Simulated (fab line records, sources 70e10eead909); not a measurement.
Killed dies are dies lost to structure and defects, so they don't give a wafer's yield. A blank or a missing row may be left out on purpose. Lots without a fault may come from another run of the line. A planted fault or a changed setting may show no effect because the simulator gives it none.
Which tool did it? | flow nand_harc | 11 lots, 33 wafers sampled, at 5 steps of a route of 1159

WHAT THE GAUGES READ, wafer by wafer
NHARC_P_STI_INSPECT_11. Usual: raw_defect_count 5.8, standard deviation 2.6.
lot  | measured    | on                | raw_defect_count | flag
L737 | day 2 13:08 | defect_inspect-01 | 3 9 6            |
L738 | day 2 20:32 | defect_inspect-01 | 4 9 3            |
L739 | day 2 20:22 | defect_inspect-01 | 6 5 2            |
L740 | day 3 05:07 | defect_inspect-01 | 8 7 3            |
L746 | day 4 17:01 | defect_inspect-01 | 7 11 5           |
L747 | day 5 00:05 | defect_inspect-02 | 5 7 9            |
L749 | day 5 12:23 | defect_inspect-01 | 1 4 6            |
L753 | day 6 13:14 | defect_inspect-01 | 3 13 11          |
L754 | day 6 20:13 | defect_inspect-02 | 7 8 5            |
L758 | day 7 17:55 | defect_inspect-02 | 8 5 5            |
L760 | day 8 02:02 | defect_inspect-01 | 3 3 5            |

NHARC_P_STI_OCD_MEAS_17. Usual: trench_depth_nm 300 nm, standard deviation 3.6; trench_foot_cd_nm 158.0 nm, standard deviation 1.7.
lot  | measured    | on     | trench_depth_nm (nm) | trench_foot_cd_nm (nm) | flag
L737 | day 2 13:49 | ocd-01 | 300 300 301          | 155.2 158.6 156.7      |
L738 | day 2 21:13 | ocd-02 | 298 295 305          | 159.4 159.1 158.9      |
L739 | day 2 21:04 | ocd-01 | 302 291 305          | 158.5 159.3 160.3      |
L740 | day 3 05:47 | ocd-02 | 292 303 303          | 158.4 157.5 156.8      |
L746 | day 4 17:40 | ocd-01 | 302 303 302          | 158.5 159.5 159.2      |
L747 | day 5 00:45 | ocd-02 | 298 298 305          | 158.9 156.7 157.3      |
L749 | day 5 13:02 | ocd-02 | 248 292 299          | 164.9 159.7 158.0      | OFF
L753 | day 6 13:53 | ocd-01 | 300 298 304          | 157.9 156.4 157.8      |
L754 | day 6 20:53 | ocd-01 | 301 294 294          | 158.2 158.4 157.8      |
L758 | day 7 18:35 | ocd-01 | 295 304 302          | 161.7 163.0 161.5      |
L760 | day 8 02:42 | ocd-01 | 303 295 305          | 156.3 156.4 154.7      |

WHICH TOOL RAN EACH LOT (tool, then ch and the chambers of the sampled wafers, then the start)
lot  | NHARC_P_ZERO_WELL_ETCH_62                    | NHARC_P_ZERO_WELL_DESCUM_26       | NHARC_P_STI_ETCH_15
L737 | rie_diel-05 ch 0,2,3, day 1 14:45 or earlier | rie_diel-02 ch 0,3, day 1 14:45   | rie_si-03 ch 2,3, day 2 13:32
L738 | rie_diel-04 ch 1,3, day 1 20:39 or earlier   | rie_diel-05 ch 0,1, day 1 20:39   | rie_si-05 ch 1,2,3, day 2 20:59
L739 | rie_diel-02 ch 0,3, day 2 02:33 or earlier   | rie_diel-02 ch 0,3, day 2 02:33   | rie_si-02 ch 2,3, day 2 20:47
L740 | rie_diel-05 ch 0,1,2, day 2 08:45 or earlier | rie_diel-02 ch 0,3, day 2 08:45   | rie_si-02 ch 0,3, day 3 05:31
L746 | rie_diel-04 ch 1,2, day 3 20:41 or earlier   | rie_diel-04 ch 1,2,3, day 3 20:41 | rie_si-05 ch 0,3, day 4 17:25
L747 | rie_diel-02 ch 0,2, day 4 02:39 or earlier   | rie_diel-05 ch 1,3, day 4 02:39   | rie_si-03 ch 1,2,3, day 5 00:31
L749 | rie_diel-02 ch 0,2,3, day 4 14:56 or earlier | rie_diel-05 ch 0,2,3, day 4 14:56 | rie_si-02 ch 0,1,3, day 5 12:49
L753 | rie_diel-04 ch 0,1,2, day 5 14:32 or earlier | rie_diel-02 ch 0,1,3, day 5 14:32 | rie_si-05 ch 0,2,3, day 6 13:38
L754 | rie_diel-02 ch 1,3, day 5 20:46 or earlier   | rie_diel-05 ch 0,1,3, day 5 20:46 | rie_si-03 ch 0,2,3, day 6 20:38
L758 | rie_diel-05 ch 0,1,2, day 6 20:45 or earlier | rie_diel-05 ch 1,3, day 6 20:45   | rie_si-02 ch 2,3, day 7 18:19
L760 | rie_diel-04 ch 1,2,3, day 7 08:41 or earlier | rie_diel-04 ch 1,2,3, day 7 08:41 | rie_si-02 ch 0,2,3, day 8 02:27
- NHARC_P_ZERO_WELL_ETCH_62: etches the open film in CHF3/Ar, target depth 13 nm, time 6.5 s.
- NHARC_P_ZERO_WELL_DESCUM_26: chemistry O2, time 3 s.
- NHARC_P_STI_ETCH_15: etches the open film in HBr/Cl2, target depth 300 nm, time 100.1 s.

WHAT THE TOOLS THEMSELVES READ (means of the sampled wafers that have a number; where no wafer has one, the mark that the record gives instead)
NHARC_P_ZERO_WELL_ETCH_62. Usual: drypump_motor_current_A 5.8 A, standard deviation 0.56; oes_product_au 0.958 a.u., standard deviation 0.018; rf_vpp_V 369.5 V, standard deviation 2; showerhead_plenum_p_Torr 2.30 Torr, standard deviation 0.075; throttle_valve_pct 20.217 %, standard deviation 0.0097.
lot  | tool        | drypump_motor_current_A (A) | oes_product_au (a.u.) | rf_vpp_V (V) | showerhead_plenum_p_Torr (Torr) | throttle_valve_pct (%) | flag
L737 | rie_diel-05 | 6.3                         | 0.973                 | 369.3        | 2.33                            | 20.220                 |
L738 | rie_diel-04 | 6.3                         | 0.936                 | 368.0        | 2.24                            | 20.207                 |
L739 | rie_diel-02 | 5.5                         | 0.962                 | 370.0        | 2.31                            | 20.221                 |
L740 | rie_diel-05 | 6.0                         | 0.965                 | 369.1        | 2.26                            | 20.223                 |
L746 | rie_diel-04 | 5.9                         | 0.920                 | 369.2        | 2.26                            | 20.218                 |
L747 | rie_diel-02 | 5.5                         | 0.960                 | 372.1        | 2.41                            | 20.212                 |
L749 | rie_diel-02 | 5.4                         | 0.960                 | 370.8        | 2.34                            | 20.210                 |
L753 | rie_diel-04 | 5.5                         | 0.978                 | 369.8        | 2.30                            | 20.229                 |
L754 | rie_diel-02 | 5.3                         | 0.969                 | 367.6        | 2.24                            | 20.203                 |
L758 | rie_diel-05 | 6.0                         | 0.970                 | 368.9        | 2.26                            | 20.208                 |
L760 | rie_diel-04 | 5.9                         | 0.939                 | 368.5        | 2.25                            | 20.229                 |

NHARC_P_ZERO_WELL_DESCUM_26. Usual: drypump_motor_current_A 5.7 A, standard deviation 0.52; oes_product_au 0.999 a.u., standard deviation 0.0074; rf_vpp_V 57.6 V, standard deviation 0.97; showerhead_plenum_p_Torr 1.88 Torr, standard deviation 0.064; throttle_valve_pct 11.311 %, standard deviation 0.0096.
lot  | tool        | drypump_motor_current_A (A) | oes_product_au (a.u.) | rf_vpp_V (V) | showerhead_plenum_p_Torr (Torr) | throttle_valve_pct (%) | flag
L737 | rie_diel-02 | 5.3                         | 1.002                 | 56.7         | 1.85                            | 11.313                 |
L738 | rie_diel-05 | 6.0                         | 0.993                 | 57.0         | 1.82                            | 11.313                 |
L739 | rie_diel-02 | 5.3                         | 1.009                 | 57.7         | 1.85                            | 11.314                 |
L740 | rie_diel-02 | 5.4                         | 0.998                 | 58.0         | 1.88                            | 11.305                 |
L746 | rie_diel-04 | 5.9                         | 1.003                 | 56.3         | 1.83                            | 11.309                 |
L747 | rie_diel-05 | 5.4                         | 1.000                 | 58.1         | 1.87                            | 11.309                 |
L749 | rie_diel-05 | 6.3                         | 0.999                 | 57.2         | 1.89                            | 11.314                 |
L753 | rie_diel-02 | 5.4                         | 0.994                 | 57.8         | 1.86                            | 11.298                 |
L754 | rie_diel-05 | 5.8                         | 0.993                 | 57.9         | 1.87                            | 11.316                 |
L758 | rie_diel-05 | 5.4                         | 1.006                 | 57.2         | 1.87                            | 11.305                 |
L760 | rie_diel-04 | 5.9                         | 0.996                 | 58.0         | 1.83                            | 11.309                 |

NHARC_P_STI_ETCH_15. Usual: drypump_motor_current_A 5.8 A, standard deviation 0.3; mfc_cl2_sccm 50.00 sccm, standard deviation 0.15; oes_product_au 0.999 a.u., standard deviation 0.0084; throttle_valve_pct 26.405 %, standard deviation 0.0092.
lot  | tool      | drypump_motor_current_A (A) | mfc_cl2_sccm (sccm) | oes_product_au (a.u.) | throttle_valve_pct (%) | flag
L737 | rie_si-03 | 6.0                         | 49.93               | 0.995                 | 26.415                 |
L738 | rie_si-05 | 5.6                         | 49.91               | 0.996                 | 26.404                 |
L739 | rie_si-02 | 5.6                         | 49.97               | 0.998                 | 26.410                 |
L740 | rie_si-02 | 5.7                         | 49.91               | 1.001                 | 26.418                 |
L746 | rie_si-05 | 5.7                         | 50.07               | 1.008                 | 26.411                 |
L747 | rie_si-03 | 6.1                         | 49.92               | 0.998                 | 26.392                 |
L749 | rie_si-02 | 5.7                         | 49.98               | 0.956                 | 26.410                 | OFF
L753 | rie_si-05 | 5.5                         | 49.96               | 1.006                 | 26.410                 |
L754 | rie_si-03 | 6.0                         | 50.01               | 0.990                 | 26.407                 |
L758 | rie_si-02 | 5.6                         | 50.01               | 0.995                 | 26.403                 |
L760 | rie_si-02 | 5.7                         | 50.14               | 1.001                 | 26.407                 |

THE ANSWER, worked out from the rows above alone
Rule: a lot is off if the mean of its wafers that have a number lies more than 3 standard deviations from the usual mean. A lot without any number at a reading at which 4 lots or more have one is off too. The other lots that the step has rows for count as sound. The gauges are gone through in route order, then the tools' own readings, and for those a lot's mean is taken as printed above. The first step at which some lot is off is used, and at that step the reading that is off furthest; a lot without a number counts as furthest.
Off: L749, at NHARC_P_STI_OCD_MEAS_17 (trench_depth_nm).
A tool fits if, at a process step before that reading, it ran every lot that is off, and no sound lot after the first of them. The gauges at NHARC_P_STI_OCD_MEAS_17 aren't tried: what is off there is off at NHARC_P_STI_ETCH_15 too, on other tools, and a gauge's error can't cause that. NHARC_P_ZERO_WELL_ETCH_62 gives no start for some lots, so the hours and the order of its lots are those of NHARC_P_ZERO_WELL_DESCUM_26. None of those tried fits.

WHAT THE SIMULATOR HAD PUT IN
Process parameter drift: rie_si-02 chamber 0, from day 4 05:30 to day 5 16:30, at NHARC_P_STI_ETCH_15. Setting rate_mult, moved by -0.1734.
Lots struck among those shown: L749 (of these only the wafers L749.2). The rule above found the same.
